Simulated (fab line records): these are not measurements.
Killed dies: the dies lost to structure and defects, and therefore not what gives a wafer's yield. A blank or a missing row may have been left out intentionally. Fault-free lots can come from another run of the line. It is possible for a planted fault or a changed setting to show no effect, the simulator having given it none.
fab line records	flow n5-finfet
[record] lots = 7	wafers = 39
route steps=1938 shown FIN_SAQP@100 DUMMY_GATE@214 MOL_CONTACT_COAG@584 BEOL_M1@751 BEOL_M6@1251 BEOL_M8@1336
start-h: start of the lot's first displayed wafer, in hours after the record's first day	wait-h: hours since the lot's step before	" the same as in the row above	L1.1+2: one row covering several wafers at once	- either no value or no given start	* or withheld: withheld	< > ~ a bound
route shown NAME@n: NAME is a module with steps in the file, n the number in the route of the first one	usual: mean/standard deviation taken from wafers without a fault	same: alike in all rows	chamber/n: place in a boat	sites: readings site by site	_std_site: the values' standard deviation	_edge_site: inner sites' mean taken away from outer sites' mean	radius-mm: for every site, how far away it sits from the centre of the wafer	mask NAME#n: copy n	behind: the tool/chamber that last shaped the wafer	hold: why the lot went on hold/how many hours it stayed there/how the hold came to an end	device: which transistor (n, p or np) failed to switch	end of line: the same wafers' tests at the end of the route	a step with no rows: only its recipe	killed: dies lost to structure and defects at the first sort, not the wafer's yield	map: a wafer's dies, x killed, . not, _ none there
set.NAME: the setting that was run; set.NAME@STEP: the one run at that earlier step	model.NAME: the simulator's own value behind a step, which no gauge read
lots with deliberately changed settings; one table per step, one row per wafer
[[steps]]
[step N5_FIN_SAQP_PECVD_06]
[recipe] material = a-Si	target-thk-a = 600	temp-c = 400	precursor = SiH4/He	pressure-torr = 3	rf-w = 100	time-s = 48.1
lot.wafer	tool	chamber	start-h	wait-h	set.time-s	model.a-Si_of_FIN_SAQP_PECVD_06.thk-nm
L074.1	pecvd-03	2	21.16	0.0	48.1	59.34
L074.2	"	1	"	"	48.1	58.35
L074.3	"	2	"	"	48.1	60.65
L074.4	"	1	"	"	48.1	59.25
L074.5	"	1	"	"	48.1	59.22
L074.6	"	2	"	"	48.1	60.8
L075.1	pecvd-02	0	28.56	0.0	25.26	30.12
L075.2	"	1	"	"	48.1	61.19
L075.3	"	1	"	"	48.1	62.26
L075.4	"	0	"	"	25.26	31.5
L075.5	"	0	"	"	25.26	31.1
L075.6	"	1	"	"	48.1	62.57
L082.1	pecvd-01	1	69.35	0.0	48.1	60.1
L082.4	"	0	"	"	48.1	60.33
L082.6	"	2	"	"	48.1	59.78
L085.1	pecvd-02	2	87.40	0.0	48.1	59.5
L085.2	"	0	"	"	48.1	58.65
L085.3	"	1	"	"	48.1	60.5
L085.4	"	2	"	"	48.1	60.08
L085.5	"	0	"	"	48.1	59.75
L085.6	"	1	"	"	48.1	61.27
L088.1	pecvd-03	1	104.91	0.0	48.1	58.7
L088.2	"	2	"	"	59.92	74.58
L088.3	"	0	"	"	59.92	74.69
L088.4	"	2	"	"	59.92	75.9
L088.5	"	1	"	"	48.1	59.38
L088.6	"	0	"	"	48.1	60.7
L089.1	pecvd-01	0	111.84	0.0	29.66	37.52
L089.2	"	1	"	"	29.66	38.14
L089.3	"	2	"	"	48.1	59.25
L089.4	"	0	"	"	29.66	37.94
L089.5	"	2	"	"	48.1	60.68
L089.6	"	1	"	"	48.1	60.96
L094.1	pecvd-03	0	141.90	0.0	58.4	72.9
L094.2	"	2	"	"	58.4	72.15
L094.3	"	1	"	"	58.4	71.78
L094.4	"	1	"	"	48.1	59.98
L094.5	"	0	"	"	48.1	61.96
L094.6	"	2	"	"	48.1	59.79
[step N5_FIN_SAQP_THK_MEAS_07]
[usual] thk-nm = 60.1/0.88
lot.wafer	tool	chamber	start-h	wait-h	set.time-s@FIN_SAQP_PECVD_06	thk-nm
L074.1	film-metro-01	-	21.27	0.1	48.1	59.3
L074.2	"	-	"	"	48.1	58.4
L074.3	"	-	"	"	48.1	60.6
L074.4	"	-	"	"	48.1	59.2
L074.5	"	-	"	"	48.1	59.2
L074.6	"	-	"	"	48.1	60.8
L075.1	film-metro-01	-	28.67	0.1	25.26	30.1
L075.2	"	-	"	"	48.1	61.1
L075.3	"	-	"	"	48.1	62.3
L075.4	"	-	"	"	25.26	31.5
L075.5	"	-	"	"	25.26	31.1
L075.6	"	-	"	"	48.1	62.6
L082.1	film-metro-01	-	69.44	0.1	48.1	60.1
L082.4	"	-	"	"	48.1	60.3
L082.6	"	-	"	"	48.1	59.8
L085.1	film-metro-01	-	87.49	0.1	48.1	59.5
L085.2	"	-	"	"	48.1	58.6
L085.3	"	-	"	"	48.1	60.5
L085.4	"	-	"	"	48.1	60.1
L085.5	"	-	"	"	48.1	59.7
L085.6	"	-	"	"	48.1	61.3
L088.1	film-metro-01	-	105.00	0.1	48.1	58.7
L088.2	"	-	"	"	59.92	74.6
L088.3	"	-	"	"	59.92	74.7
L088.4	"	-	"	"	59.92	75.9
L088.5	"	-	"	"	48.1	59.4
L088.6	"	-	"	"	48.1	60.7
L089.1	film-metro-02	-	111.93	0.1	29.66	37.5
L089.2	"	-	"	"	29.66	38.1
L089.3	"	-	"	"	48.1	59.3
L089.4	"	-	"	"	29.66	38.0
L089.5	"	-	"	"	48.1	60.7
L089.6	"	-	"	"	48.1	61.0
L094.1	film-metro-02	-	141.99	0.1	58.4	72.9
L094.2	"	-	"	"	58.4	72.2
L094.3	"	-	"	"	58.4	71.7
L094.4	"	-	"	"	48.1	60.0
L094.5	"	-	"	"	48.1	61.9
L094.6	"	-	"	"	48.1	59.8
[step N5_FIN_SAQP_HM_DEP_72]
[recipe] material = SiO2	target-thk-a = 120	temp-c = 400	precursor = SiH4/N2O	pressure-torr = 0.75	rf-w = 275	time-s = 7.2
[step N5_FIN_SAQP_COAT_49]
[recipe] resist = SOC	temp-c = 250	time-s = 60	spin-rpm = 1500	resist-thk-nm = 100
[step N5_FIN_SAQP_HM_OPEN_73]
[recipe] chemistry = CHF3/O2	target = SiO2	stop-on = a-Si	target-depth-a = 120	over-etch-frac = 1.8	mask-material = SOC	time-s = 16.8	pressure-mtorr = 30	source-w = 650	bias-w = 170	Ar_flow_sccm = 200	CHF3_flow_sccm = 50	O2_flow_sccm = 5	ion-energy-ev = 200	ends = end-point
[step N5_FIN_SAQP_STRIP_74]
[recipe] chemistry = CHF3/O2	resist = SiARC	rf-frequency-hz = 6e+07
[step N5_FIN_SAQP_MANDREL_ETCH_22]
[recipe] target-depth-a = 600	chemistry = HBr/Cl2	target = a-Si	stop-on = SiNx	bt-time-s = 10	over-etch-frac = 0.5	time-s = 30	pressure-mtorr = 10	icp-w = 800	bias-w = 75	HBr_flow_sccm = 150	Cl2_flow_sccm = 80	ends = end-point
[usual] oes-product-au = 0.772/0.017
lot.wafer	tool	chamber	start-h	wait-h	set.time-s@FIN_SAQP_PECVD_06	oes-product-au	model.etch.depth-nm
L074.1	rie-si-01	3	22.16	0.0	48.1	0.752	59.34
L074.2	"	1	"	"	48.1	0.738	58.35
L074.3	"	2	"	"	48.1	0.770	60.64
L074.4	"	0	"	"	48.1	0.781	59.25
L074.5	"	0	"	"	48.1	0.773	59.22
L074.6	"	3	"	"	48.1	0.764	60.79
L075.1	rie-si-03	0	29.54	0.0	25.26	0.538	30.11
L075.2	"	1	"	"	48.1	0.771	61.19
L075.3	"	2	"	"	48.1	0.777	62.26
L075.4	"	3	"	"	25.26	0.569	31.5
L075.5	"	0	"	"	25.26	0.539	31.1
L075.6	"	3	"	"	48.1	0.814	62.56
L082.1	rie-si-02	1	70.18	0.0	48.1	0.791	60.1
L082.4	"	0	"	"	48.1	0.776	60.21
L082.6	"	0	"	"	48.1	0.765	59.78
L085.1	rie-si-01	0	88.54	0.0	48.1	0.778	59.27
L085.2	"	1	"	"	48.1	0.737	58.65
L085.3	"	2	"	"	48.1	0.756	60.5
L085.4	"	3	"	"	48.1	0.755	59.85
L085.5	"	0	"	"	48.1	0.785	59.75
L085.6	"	1	"	"	48.1	0.757	61.27
L088.1	rie-si-03	0	106.14	0.0	48.1	0.749	58.69
L088.2	"	3	"	"	59.92	0.903	74.58
L088.3	"	1	"	"	59.92	0.882	74.69
L088.4	"	2	"	"	59.92	0.866	75.9
L088.5	"	2	"	"	48.1	0.753	59.38
L088.6	"	3	"	"	48.1	0.809	60.69
L089.1	rie-si-02	1	112.80	0.0	29.66	0.603	37.48
L089.2	"	0	"	"	29.66	0.600	38.13
L089.3	"	3	"	"	48.1	0.767	59.25
L089.4	"	2	"	"	29.66	0.618	37.83
L089.5	"	2	"	"	48.1	0.790	60.68
L089.6	"	3	"	"	48.1	0.773	60.85
L094.1	rie-si-02	1	143.05	0.0	58.4	0.886	72.9
L094.2	"	0	"	"	58.4	0.860	72.15
L094.3	"	2	"	"	58.4	0.886	71.78
L094.4	"	3	"	"	48.1	0.776	59.97
L094.5	"	2	"	"	48.1	0.805	61.95
L094.6	"	3	"	"	48.1	0.771	59.79
[step N5_DUMMY_GATE_ALD_02]
[recipe] material = SiO2	target-thk-a = 20	temp-c = 300	ald-precursor-family = BDEAS	ald-co-reactant = O2-plasma	pulse-time-s = 1	pressure-torr = 2
lot.wafer	tool	chamber	start-h	wait-h	set.target-thk-a	model.SiO2_of_DUMMY_GATE_ALD_02.thk-nm
L074.1+3+4	ald-sin-03	0,2,3	36.68	0.0	30.31	3
L074.2+5+6	"	1,0,1	"	"	20	2
L075.1+2+4	ald-sin-04	2,1,0	45.43	0.0	20	2
L075.3+5+6	"	3,1,2	"	"	28.02	2.8
L082.1+4+6	ald-sin-01	1,0,3	86.40	2.0	20	2
L085.1+2+4	ald-sin-03	1,2,0	104.19	0.2	30.16	3
L085.3+5+6	"	3,1,0	"	"	20	2
L088.1+2+4	ald-sin-04	1,3,0	121.67	0.0	15.57	1.6
L088.3+5+6	"	2,3,0	"	"	20	2
L089.1+4+5	ald-sin-03	3,0,2	127.07	0.1	20	2
L089.2+3+6	"	1,2,1	"	"	23.19	2.4
L094.1+2+3+4+5+6	ald-sin-04	1,2,3,2,1,3	158.18	0.0	20	2
[step N5_MOL_CONTACT_COAG_ETCHBACK_135]
[recipe] chemistry = CHF3	target = SiO2	target-depth-a = 250	time-s = 16.7	ion-energy-ev = 200	pressure-mtorr = 30	source-w = 610	bias-w = 170	Ar_flow_sccm = 200	CHF3_flow_sccm = 50
lot.wafer	tool	chamber	start-h	wait-h	set.target-depth-a	model.SOC_of_MOL_CONTACT_COAG_COAT_75.thk-nm
L074.1	rie-diel-04	3	99.42	0.0	110.3	58.8
L074.2+4+5	"	0,2,1	"	"	250	57.6
L074.3+6	"	1,2	"	"	110.3	59
L075.1+4	rie-diel-01	1,0	107.72	0.0	250	57.2
L075.2+3	"	2,3	"	"	204.3	58
L075.5	"	3	"	"	204.3	57.8
L075.6	"	2	"	"	250	57.4
L082.1+6	rie-diel-06	1,3	150.18	0.0	250	57.2
L082.4	"	3	"	"	250	57.4
L085.1	rie-diel-01	3	167.15	0.0	137.7	58.6
L085.2+3	"	2,0	"	"	250	57.4
L085.4+5	"	1	"	"	137.7	58.4
L085.6	"	0	"	"	250	57.6
L088.1	rie-diel-04	0	187.24	0.0	250	57.8
L088.2+3	"	1,2	"	"	250	57.6
L088.4	"	2	"	"	361.6	56.6
L088.5	"	1	"	"	361.6	56.4
L088.6	"	0	"	"	361.6	56.2
L089.1	rie-diel-04	0	190.48	0.0	250	57.4
L089.2+5	"	1	"	"	151.9	58.6
L089.3	"	2	"	"	151.9	58.4
L089.4+6	"	0,2	"	"	250	57.6
L094.1+3+4+5	rie-diel-06	2,0,1,2	219.10	0.0	250	57.2
L094.2+6	"	3	"	"	250	57.4
[step N5_BEOL_M1_ILD_DEP_00]
[recipe] material = SiOC	target-thk-a = 790	temp-c = 350	precursor = DEMS/O2	pressure-torr = 5	rf-w = 500	time-s = 15.3
lot.wafer	tool	chamber	start-h	wait-h	set.time-s	model.SiOC_of_BEOL_M1_ILD_DEP_00.thk-nm
L074.1	pecvd-03	2	125.95	0.0	19.07	95.8
L074.2	"	0	"	"	19.07	96.4
L074.3	"	1	"	"	15.3	78
L074.4	"	2	"	"	15.3	78.6
L074.5	"	1	"	"	15.3	80.4
L074.6	"	0	"	"	19.07	98
L075.1	pecvd-02	0	126.35	0.0	15.3	78.4
L075.2	"	2	"	"	15.3	77.6
L075.3	"	1	"	"	15.3	77.8
L075.4+6	"	2,0	"	"	15.3	78.6
L075.5	"	1	"	"	15.3	78.8
L082.1	pecvd-02	1	170.00	0.0	15.3	77.8
L082.4	"	2	"	"	15.3	79.6
L082.6	"	1	"	"	15.3	79.4
L085.1	pecvd-04	1	193.24	0.0	15.3	80
L085.2	"	2	"	"	15.3	78.8
L085.3	"	0	"	"	15.3	79.8
L085.4	"	2	"	"	15.3	80.6
L085.5	"	1	"	"	15.3	81
L085.6	"	0	"	"	15.3	81.4
L088.1+3	pecvd-04	2,0	205.36	0.0	15.3	79.6
L088.2	"	1	"	"	15.3	80.8
L088.4	"	2	"	"	15.3	79.4
L088.5	"	0	"	"	15.3	81
L088.6	"	1	"	"	15.3	82.6
L089.1+3	pecvd-03	1,0	210.88	0.0	7.901	40.6
L089.2	"	0	"	"	7.901	39.8
L089.4	"	1	"	"	15.3	79.6
L089.5	"	0	"	"	15.3	78.6
L089.6	"	1	"	"	15.3	78.8
L094.1	pecvd-02	1	240.67	0.0	15.3	77.8
L094.2	"	0	"	"	6.265	32.8
L094.3	"	2	"	"	15.3	78.8
L094.4	"	1	"	"	15.3	79.4
L094.5	"	0	"	"	6.265	33.4
L094.6	"	2	"	"	6.265	33.6
[step N5_BEOL_M1_THK_MEAS_01]
[recipe] reads = SiOC_of_BEOL_M1_ILD_DEP_00
[usual] M1_ILD_THK = 79.2/1.2
lot.wafer	tool	chamber	start-h	wait-h	set.time-s@BEOL_M1_ILD_DEP_00	M1_ILD_THK[nm]
L074.1	film-metro-01	-	126.01	0.0	19.07	95.9
L074.2	"	-	"	"	19.07	96.4
L074.3	"	-	"	"	15.3	78.0
L074.4	"	-	"	"	15.3	78.6
L074.5	"	-	"	"	15.3	80.4
L074.6	"	-	"	"	19.07	98.0
L075.1	film-metro-01	-	126.41	0.0	15.3	78.4
L075.2	"	-	"	"	15.3	77.7
L075.3	"	-	"	"	15.3	77.7
L075.4	"	-	"	"	15.3	78.6
L075.5	"	-	"	"	15.3	78.7
L075.6	"	-	"	"	15.3	78.8
L082.1	film-metro-02	-	170.06	0.0	15.3	77.9
L082.4	"	-	"	"	15.3	79.4
L082.6	"	-	"	"	15.3	79.4
L085.1	film-metro-01	-	193.30	0.0	15.3	80.0
L085.2	"	-	"	"	15.3	78.9
L085.3	"	-	"	"	15.3	79.8
L085.4	"	-	"	"	15.3	80.7
L085.5	"	-	"	"	15.3	81.1
L085.6	"	-	"	"	15.3	81.5
L088.1	film-metro-02	-	205.43	0.0	15.3	79.6
L088.2	"	-	"	"	15.3	80.9
L088.3	"	-	"	"	15.3	79.6
L088.4	"	-	"	"	15.3	79.4
L088.5	"	-	"	"	15.3	81.0
L088.6	"	-	"	"	15.3	82.7
L089.1	film-metro-02	-	210.96	0.1	7.901	40.6
L089.2	"	-	"	"	7.901	39.8
L089.3	"	-	"	"	7.901	40.6
L089.4	"	-	"	"	15.3	79.7
L089.5	"	-	"	"	15.3	78.4
L089.6	"	-	"	"	15.3	78.9
L094.1	film-metro-02	-	240.74	0.0	15.3	77.8
L094.2	"	-	"	"	6.265	32.8
L094.3	"	-	"	"	15.3	78.8
L094.4	"	-	"	"	15.3	79.3
L094.5	"	-	"	"	6.265	33.4
L094.6	"	-	"	"	6.265	33.6
[step N5_BEOL_M6_ALD_77]
[recipe] material = TaN	target-thk-a = 20	temp-c = 275	ald-precursor-family = PDMAT	ald-co-reactant = NH3	pressure-torr = 3	carrier-flow-sccm = 1500	pulse-time-s = 2	purge-time-s = 3	co-reactant-purge-time-s = 2	co-reactant-pulse-time-s = 3	ald-cycles = 40	precursor-vessel-temp-c = 75	precursor-vessel-pressure-torr = 26.25	precursor-vessel-carrier-sccm = 1000
lot.wafer	tool	chamber	start-h	wait-h	set.ald-cycles	model.TaN_of_BEOL_M6_ALD_77.thk-nm
L074.1+2+3+4+5+6	ald-metal-04	3,2,1,1,3,2	183.93	0.3	40	2
L075.1+2+5	ald-metal-02	3,0,3	193.97	0.0	32	1.6
L075.3+4+6	"	1,2,0	"	"	40	2
L082.1+4+6	ald-metal-03	1,2,3	250.21	0.1	40	2
L085.1+2+3+4+5+6	ald-metal-03	1,0,3,2,2,3	269.72	0.0	40	2
L088.1+3+4	ald-metal-02	0,3,1	278.08	0.0	40	2
L088.2+5+6	"	2,3,2	"	"	58	3
L089.1+3+6	ald-metal-02	3,2,2	293.31	0.1	58	3
L089.2+4+5	"	1,0,3	"	"	40	2
L094.1+2+3+4+5+6	ald-metal-02	0,2,1,3,3,2	320.03	0.0	40	2
[step N5_BEOL_M8_HM_DEP_02]
[recipe] material = TiN	target-thk-a = 200	temp-c = 25	chamber-pressure-pa = 0.49996
lot.wafer	tool	chamber	start-h	wait-h	set.target-thk-a	model.TiN_of_BEOL_M8_HM_DEP_02.thk-nm
L074.1	pvd-sputter-01	-	197.34	1.0	274.9	27.2
L074.2	"	-	"	"	200	20.2
L074.3	"	-	"	"	274.9	27.8
L074.4	"	-	"	"	200	19.8
L074.5	"	-	"	"	274.9	27.6
L074.6	"	-	"	"	200	19.6
L075.1+2+6	pvd-sputter-02	-	207.43	1.4	200	20.2
L075.3+4+5	"	-	"	"	200	20.4
L082.1+6	pvd-sputter-03	-	261.85	1.8	200	20.2
L082.4	"	-	"	"	200	19.8
L085.1+6	pvd-sputter-03	-	281.21	0.7	200	19.8
L085.2	"	-	"	"	200	20.6
L085.3+4+5	"	-	"	"	200	20
L088.1+4	pvd-sputter-01	-	289.02	0.3	200	20.2
L088.2	"	-	"	"	200	19.8
L088.3	"	-	"	"	318.5	31.6
L088.5	"	-	"	"	318.5	31.8
L088.6	"	-	"	"	318.5	32.2
L089.1	pvd-sputter-01	-	306.33	1.0	200	20
L089.2	"	-	"	"	162.1	15.8
L089.3	"	-	"	"	162.1	16.2
L089.4	"	-	"	"	200	19.2
L089.5	"	-	"	"	162.1	16
L089.6	"	-	"	"	200	19.6
L094.1+2	pvd-sputter-01	-	332.99	0.6	153.4	15.6
L094.3	"	-	"	"	200	19.8
L094.4	"	-	"	"	200	20.2
L094.5	"	-	"	"	200	20
L094.6	"	-	"	"	153.4	15.4
[step N5_BEOL_M8_COAT_59]
[recipe] resist = SOC	temp-c = 250	time-s = 60	spin-rpm = 1500	resist-thk-nm = 100
[step N5_BEOL_M8_COAT_60]
[recipe] resist = SiARC	temp-c = 220	time-s = 60	spin-rpm = 1500	resist-thk-nm = 35
[step N5_BEOL_M8_STRIP_68]
[recipe] chemistry = N2/H2	temp-c = 40	n2-flow-sccm = 200	h2-flow-sccm = 200	rf-frequency-hz = 6e+07
[step N5_BEOL_M8_STRIP_67]
[recipe] chemistry = CF4	resist = SiARC	power-w = 300	bias-power-w = 75	pressure-mtorr = 50	cf4-flow-sccm = 150	rf-frequency-hz = 6e+07
[step N5_BEOL_M8_HM_OPEN_17]
[recipe] chemistry = Cl2/BCl3	target-depth-a = 200	overetch-a = 60	target = TiN	mask-material = SOC	ion-energy-ev = 150	pressure-mtorr = 10	icp-w = 1000	bias-w = 126	Cl2_flow_sccm = 53.25	bcl3-flow-sccm = 21.75	Ar_flow_sccm = 25
lot.wafer	tool	chamber	start-h	wait-h	set.target-thk-a@BEOL_M8_HM_DEP_02	model.etch.depth-nm
L074.1	rie-metal-01	0	198.08	0.0	274.9	27.15
L074.2	"	1	"	"	200	20.29
L074.3	"	1	"	"	274.9	27.38
L074.4	"	0	"	"	200	19.74
L074.5	"	0	"	"	274.9	27.08
L074.6	"	1	"	"	200	19.68
L075.1	rie-metal-01	0	208.17	0.0	200	20.18
L075.2	"	1	"	"	200	20.26
L075.3	"	1	"	"	200	20.49
L075.4	"	0	"	"	200	20.36
L075.5	"	0	"	"	200	20.32
L075.6	"	1	"	"	200	20.14
L082.1	rie-metal-01	0	262.86	0.0	200	20.3
L082.4	"	1	"	"	200	19.89
L082.6	"	0	"	"	200	20.1
L085.1	rie-metal-03	0	282.18	0.0	200	19.87
L085.2	"	1	"	"	200	20.5
L085.3+5	"	0,1	"	"	200	20
L085.4	"	1	"	"	200	19.91
L085.6	"	0	"	"	200	19.85
L088.1	rie-metal-03	0	289.89	0.0	200	20.22
L088.2	"	1	"	"	200	19.72
L088.3	"	1	"	"	318.5	25.17
L088.4	"	0	"	"	200	20.14
L088.5	"	0	"	"	318.5	26.55
L088.6	"	1	"	"	318.5	25.04
L089.1	rie-metal-01	0	307.20	0.0	200	19.99
L089.2	"	1	"	"	162.1	15.73
L089.3	"	0	"	"	162.1	16.15
L089.4	"	1	"	"	200	19.29
L089.5	"	0	"	"	162.1	16.03
L089.6	"	1	"	"	200	19.55
L094.1	rie-metal-02	0	333.89	0.0	153.4	15.59
L094.2	"	1	"	"	153.4	15.56
L094.3	"	0	"	"	200	19.88
L094.4	"	1	"	"	200	20.25
L094.5	"	1	"	"	200	20.01
L094.6	"	0	"	"	153.4	15.35
[step N5_BEOL_M8_STRIP_19]
[recipe] chemistry = O2	power-w = 400	temp-c = 40	pressure-mtorr = 30	rf-frequency-hz = 6e+07	bias-power-w = 0	overash-fraction = 0.2	o2-flow-sccm = 225
[step N5_BEOL_M8_ETCH_41]
[recipe] chemistry = CH3F/O2	target = SiCN	target-depth-a = 319	taper-deg = 2	time-s = 57.8	ion-energy-ev = 120	mask-material = TiN	pressure-mtorr = 30	source-w = 395	bias-w = 75	Ar_flow_sccm = 150	CH3F_flow_sccm = 30	O2_flow_sccm = 20
[step N5_BEOL_M8_STRIP_80]
[recipe] chemistry = N2/H2	time-s = 10	power-w = 450	temp-c = 40	pressure-mtorr = 20	rf-frequency-hz = 6e+07	bias-power-w = 7	n2-flow-sccm = 200	h2-flow-sccm = 200
[step N5_BEOL_M8_OCD_MEAS_38]
[usual] trench-depth-nm = 93.9/2.3
lot.wafer	tool	chamber	start-h	wait-h	set.target-thk-a@BEOL_M8_HM_DEP_02	trench-depth-nm
L074.1	ocd-01	-	200.37	-	274.9	93.1
L074.2	"	-	"	"	200	95.8
L074.3	"	-	"	"	274.9	97.3
L074.4	"	-	"	"	200	93.4
L074.5	"	-	"	"	274.9	90.1
L074.6	"	-	"	"	200	93.7
L075.1	ocd-02	-	209.50	-	200	93.4
L075.2	"	-	"	"	200	91.9
L075.3	"	-	"	"	200	91.8
L075.4	"	-	"	"	200	98.0
L075.5	"	-	"	"	200	98.8
L075.6	"	-	"	"	200	92.8
L082.1	ocd-01	-	265.77	-	200	94.9
L082.4	"	-	"	"	200	95.5
L082.6	"	-	"	"	200	94.5
L085.1	ocd-01	-	286.18	-	200	94.2
L085.2	"	-	"	"	200	98.4
L085.3	"	-	"	"	200	93.2
L085.4	"	-	"	"	200	95.3
L085.5	"	-	"	"	200	94.9
L085.6	"	-	"	"	200	92.1
L088.1	ocd-02	-	292.33	-	200	93.4
L088.2	"	-	"	"	200	98.1
L088.3	"	-	"	"	318.5	-
L088.4	"	-	"	"	200	94.4
L088.5	"	-	"	"	318.5	0.4
L088.6	"	-	"	"	318.5	-
L089.1	ocd-01	-	309.65	-	200	95.8
L089.2	"	-	"	"	162.1	91.2
L089.3	"	-	"	"	162.1	93.3
L089.4	"	-	"	"	200	89.1
L089.5	"	-	"	"	162.1	91.4
L089.6	"	-	"	"	200	89.5
L094.1	ocd-02	-	338.21	-	153.4	98.1
L094.2	"	-	"	"	153.4	92.2
L094.3	"	-	"	"	200	91.8
L094.4	"	-	"	"	200	97.4
L094.5	"	-	"	"	200	91.9
L094.6	"	-	"	"	153.4	98.0
[[key]]
[split] step = N5_FIN_SAQP_PECVD_06	setting = time-s	stated = 48.1	by = wafer
[response] step = N5_FIN_SAQP_PECVD_06	reading = model.a-Si_of_FIN_SAQP_PECVD_06.thk-nm	change = +0.62	per = 1%	r = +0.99
[response] step = N5_FIN_SAQP_THK_MEAS_07	reading = thk-nm	change = *	per = 1%	r = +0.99
[response] step = N5_FIN_SAQP_MANDREL_ETCH_22	reading = oes-product-au	change = +0.00472	per = 1%	r = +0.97
[response] step = N5_FIN_SAQP_MANDREL_ETCH_22	reading = model.etch.depth-nm	change = +0.62	per = 1%	r = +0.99
[split] step = N5_DUMMY_GATE_ALD_02	setting = target-thk-a	stated = 20	by = wafer
[response] step = N5_DUMMY_GATE_ALD_02	reading = model.SiO2_of_DUMMY_GATE_ALD_02.thk-nm	change = +0.0197	per = 1%	r = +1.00
[split] step = N5_MOL_CONTACT_COAG_ETCHBACK_135	setting = target-depth-a	stated = 250	by = wafer
[response] step = N5_MOL_CONTACT_COAG_ETCHBACK_135	reading = model.SOC_of_MOL_CONTACT_COAG_COAT_75.thk-nm	change = -0.0252	per = 1%	r = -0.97
[split] step = N5_BEOL_M1_ILD_DEP_00	setting = time-s	stated = 15.3	by = wafer
[response] step = N5_BEOL_M1_ILD_DEP_00	reading = model.SiOC_of_BEOL_M1_ILD_DEP_00.thk-nm	change = +0.775	per = 1%	r = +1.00
[response] step = N5_BEOL_M1_THK_MEAS_01	reading = M1_ILD_THK	change = +0.775	per = 1%	r = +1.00
[split] step = N5_BEOL_M6_ALD_77	setting = ald-cycles	stated = 40	by = wafer
[response] step = N5_BEOL_M6_ALD_77	reading = model.TaN_of_BEOL_M6_ALD_77.thk-nm	change = +0.022	per = 1%	r = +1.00
[split] step = N5_BEOL_M8_HM_DEP_02	setting = target-thk-a	stated = 200	by = wafer
[response] step = N5_BEOL_M8_HM_DEP_02	reading = model.TiN_of_BEOL_M8_HM_DEP_02.thk-nm	change = +0.199	per = 1%	r = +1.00
[response] step = N5_BEOL_M8_HM_OPEN_17	reading = model.etch.depth-nm	change = +0.134	per = 1%	r = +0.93
[response] step = N5_BEOL_M8_OCD_MEAS_38	reading = trench-depth-nm	shape = bent	at-lowest = 96.1	at-stated = 94.2	at-highest = 0.4
